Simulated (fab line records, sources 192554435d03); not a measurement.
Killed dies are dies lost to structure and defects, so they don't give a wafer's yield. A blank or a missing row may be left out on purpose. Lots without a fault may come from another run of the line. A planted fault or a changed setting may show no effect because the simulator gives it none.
Which tool did it? | flow n5_finfet | 13 lots, 37 wafers sampled, at 4 steps of a route of 1938

WHAT THE GAUGES READ, wafer by wafer
N5_BEOL_M8_INSPECT_58: inspects for defects (darkfield).
lot  | measured     | on                | raw_defect_count
L776 | day 8 23:57  | defect_inspect-02 | 82 72
L778 | day 9 04:14  | defect_inspect-01 | 47 59
L777 | day 9 04:34  | defect_inspect-02 | 37 61 46
L779 | day 10 00:46 | defect_inspect-01 | 54 40 33
L780 | day 10 10:08 | defect_inspect-01 | 63 64 108
L782 | day 10 11:01 | defect_inspect-01 | 71 57 29
L788 | day 12 03:46 | defect_inspect-02 | 95 100 112
L790 | day 12 16:39 | defect_inspect-02 | 45 80 56
L793 | day 13 00:57 | defect_inspect-01 | 44 99 66
L795 | day 13 14:17 | defect_inspect-02 | 65 85 75
L796 | day 13 17:20 | defect_inspect-02 | 43 71 67
L798 | day 14 18:14 | defect_inspect-02 | 30 87 51
L799 | day 15 04:03 | defect_inspect-01 | 50 50 69

N5_BEOL_M9_CD_MEAS_11: target cd 64.1 nm.
lot  | measured     | on        | cd_nm (nm)
L776 | day 9 02:10  | cd_sem-03 | 63.8 64.1
L778 | day 9 07:50  | cd_sem-01 | 63.9 64.7
L777 | day 9 08:28  | cd_sem-02 | 64.2 64.1 63.4
L779 | day 10 02:26 | cd_sem-02 | 64.7 65.0 64.7
L780 | day 10 12:05 | cd_sem-01 | 63.8 64.5 63.4
L782 | day 10 12:29 | cd_sem-02 | 64.1 63.4 64.4
L788 | day 12 06:31 | cd_sem-01 | 64.5 64.4 64.1
L790 | day 12 18:59 | cd_sem-01 | 64.1 63.3 64.1
L793 | day 13 03:21 | cd_sem-02 | 63.8 64.0 63.7
L795 | day 13 15:58 | cd_sem-03 | 64.6 64.3 63.6
L796 | day 13 18:50 | cd_sem-02 | 64.8 63.8 63.8
L798 | day 14 20:15 | cd_sem-02 | 64.0 64.8 63.9
L799 | day 15 06:01 | cd_sem-03 | 64.7 64.1 64.5

N5_BEOL_M9_INSPECT_13: inspects for defects (brightfield).
lot  | measured     | on                | raw_defect_count
L776 | day 9 02:15  | defect_inspect-02 | 493 419
L778 | day 9 07:53  | defect_inspect-01 | 444 423
L777 | day 9 08:32  | defect_inspect-01 | 273 333 403
L779 | day 10 02:29 | defect_inspect-02 | 271 211 265
L780 | day 10 12:09 | defect_inspect-02 | 338 298 504
L782 | day 10 12:32 | defect_inspect-01 | 231 296 253
L788 | day 12 06:34 | defect_inspect-02 | 404 423 561
L790 | day 12 19:02 | defect_inspect-02 | 283 555 407
L793 | day 13 03:24 | defect_inspect-02 | 245 317 280
L795 | day 13 16:01 | defect_inspect-01 | 300 332 276
L796 | day 13 18:53 | defect_inspect-01 | 354 405 445
L798 | day 14 20:18 | defect_inspect-02 | 401 623 412
L799 | day 15 06:04 | defect_inspect-01 | 621 359 440

WHICH TOOL RAN EACH LOT (tool, then ch and the chambers of the sampled wafers, then the start)
lot  | N5_BEOL_M9_COAT_60
L776 | litho_track-01 ch 0, day 9 01:56
L778 | litho_track-01 ch 0, day 9 07:28
L777 | litho_track-05 ch 0, day 9 08:13
L779 | litho_track-01 ch 0, day 10 02:11
L780 | litho_track-02 ch 0, day 10 11:51
L782 | litho_track-01 ch 0, day 10 12:03
L788 | litho_track-02 ch 0, day 12 06:16
L790 | litho_track-01 ch 0, day 12 18:45
L793 | litho_track-02 ch 0, day 13 02:59
L795 | litho_track-01 ch 0, day 13 15:36
L796 | litho_track-02 ch 0, day 13 18:28
L798 | litho_track-01 ch 0, day 14 19:53
L799 | litho_track-05 ch 0, day 15 05:46
- N5_BEOL_M9_COAT_60: time 60 s, resist thk 30 nm.

WHAT THE TOOLS THEMSELVES READ (means of the sampled wafers that have a number; where no wafer has one, the mark that the record gives instead)
N5_BEOL_M9_COAT_60.
lot  | tool           | spin_speed_rpm (rpm)
L776 | litho_track-01 | 1499.5
L778 | litho_track-01 | 1499.9
L777 | litho_track-05 | 1500.0
L779 | litho_track-01 | 1666.4
L780 | litho_track-02 | 1500.1
L782 | litho_track-01 | 1666.5
L788 | litho_track-02 | 1498.8
L790 | litho_track-01 | 1498.8
L793 | litho_track-02 | 1499.1
L795 | litho_track-01 | 1500.2
L796 | litho_track-02 | 1498.9
L798 | litho_track-01 | 1500.2
L799 | litho_track-05 | 1497.9

THE ANSWER, worked out from the rows above alone
Rule: what is usual is taken from the lots themselves. Put in order of their means at a reading, lots are off if they are a third of the lots or fewer, leave a main group of 4 or more, and stand apart from it by a gap of 3 or more times the standard deviation of the main group's means; of several such gaps the widest counts. A main group whose means are all the same, to the digits that the tables above print for the reading, isn't used. A lot without any number at a reading at which 4 lots or more have one is off too. The other lots that the step has rows for count as sound. The gauges are gone through in route order, then the tools' own readings, and for those a lot's mean is taken as printed above. The first step at which some lot is off is used, and at that step the reading that is off furthest; a lot without a number counts as furthest.
Off: L779, L782, at N5_BEOL_M9_COAT_60 (spin_speed_rpm). The main group: mean 1499.4 rpm, standard deviation 0.72.
A tool fits if, at that step or a process step before it, it ran every lot that is off, and no sound lot after the first of them. None of those tried fits.

WHAT THE SIMULATOR HAD PUT IN
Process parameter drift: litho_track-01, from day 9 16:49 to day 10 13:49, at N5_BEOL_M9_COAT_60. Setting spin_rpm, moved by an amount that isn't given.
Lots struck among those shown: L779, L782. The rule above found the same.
